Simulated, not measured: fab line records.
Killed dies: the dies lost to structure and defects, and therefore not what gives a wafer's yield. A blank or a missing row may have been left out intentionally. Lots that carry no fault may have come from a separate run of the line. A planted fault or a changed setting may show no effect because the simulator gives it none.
Struck lot and sound lot, side by side    flow n5 finfet    27 out of 1938 route steps
Sound: the wafers L681.3, L681.4, L681.6. Struck: wafers L690.3, L690.6. (L690.1 of the same lot was not struck and is left out.) The cause comes at the end.
Per side, at each step with rows, come the tool, then ch with its chambers, and then its first start. Under that, the readings that differ: sound wafers    struck wafers    difference of the means    sigmas: that difference in standard deviations of wafers without a fault.
alike: words and numbers the same on both sides, and readings whose means are apart by under 2 such deviations; not compared: readings that were withheld, readings missing a value for some wafer, numbers with overlapping values and no deviation given by the record, and bounds like >300 which may hide the same value.
Wherever a step has rows on one side only, a row that says differs or no value, or a row with sigmas, the two part there. Numbers that don't overlap but have no deviation are shown without sigmas and don't part them. A reading missing from all wafers of one side parts the sides only when that side holds two or more wafers.

first, 9 steps without rows for these wafers: N5_BEOL_M6_COAT_59 (time 60 s, resist thk 100 nm); N5_BEOL_M6_COAT_60 (time 60 s, resist thk 35 nm); N5_BEOL_M6_COAT_05 (resist thk 90 nm); N5_BEOL_M6_EBR_07; N5_BEOL_M6_SOFTBAKE_06 (time 60 s); N5_BEOL_M6_EXPOSE_08 (exposes mask M6); N5_BEOL_M6_PEB_09 (peb time 60 s); N5_BEOL_M6_DEVELOP_10 (develop time 30 s); N5_BEOL_M6_DESCUM_16 (chemistry O2, time 7.9 s).
N5_BEOL_M6_ETCH_61: etches SiARC in CF4, target depth 45.5 nm, time 75.8 s.
  sound on rie diel-04 ch 0,3, day 8 23:28; struck on rie diel-04 ch 1, day 11 05:41
  alike: drypump motor current A, etch rf on time s, mfc ar sccm, oes product au, rf fwd power W, rf vpp V, showerhead plenum p Torr, throttle valve pct
  not compared: rf hours counter h
then, 14 steps without rows for these wafers: N5_BEOL_M6_ETCH_62 (etches SOC in N2/H2, target depth 110 nm, overetch 22 nm, time 165 s); N5_BEOL_M6_STRIP_68 (strips in N2/H2); N5_BEOL_M6_STRIP_67 (strips in CF4); N5_BEOL_M6_HM_OPEN_17 (chemistry Cl2/BCl3, target TiN, target depth 20 nm, overetch 6 nm); N5_BEOL_M6_STRIP_19 (strips in O2); N5_BEOL_M6_COAT_63 (time 60 s, resist thk 60 nm); N5_BEOL_M6_COAT_64 (time 60 s, resist thk 12 nm); N5_BEOL_M6_COAT_71 (time 60 s, resist thk 5 nm); N5_BEOL_M6_COAT_22 (resist thk 30 nm); N5_BEOL_M6_EBR_24; N5_BEOL_M6_SOFTBAKE_23 (time 60 s); N5_BEOL_M6_EXPOSE_25 (exposes mask V5, target cd 40 nm); N5_BEOL_M6_PEB_26 (peb time 60 s); N5_BEOL_M6_DEVELOP_27 (develop time 30 s).
N5_BEOL_M6_INSPECT_30: inspects for defects (brightfield).
  sound on defect inspect-02, day 9 00:17; struck on defect inspect-01, day 11 08:23
reading           sound        struck   difference  sigmas
raw defect count  359 322 367  739 787  +414        +4
then, 1 step without rows for these wafers: N5_BEOL_M6_DESCUM_33 (chemistry O2, time 7 s).
-- here the record skips 4 days between the struck wafers' starts before and after, leaving off in module BEOL_M6 and picking up in module PASSIVATION (first step shown: number 1936 of the route) --
N5_PASSIVATION_PROBE_49:
  the record has rows for the struck wafers here (prober-02, day 15 05:42) and none for the sound ones

## WHERE THEY PART
Earliest at N5_BEOL_M6_INSPECT_30; latest, in this record, at N5_PASSIVATION_PROBE_49.

WHY: the cause the simulator had injected
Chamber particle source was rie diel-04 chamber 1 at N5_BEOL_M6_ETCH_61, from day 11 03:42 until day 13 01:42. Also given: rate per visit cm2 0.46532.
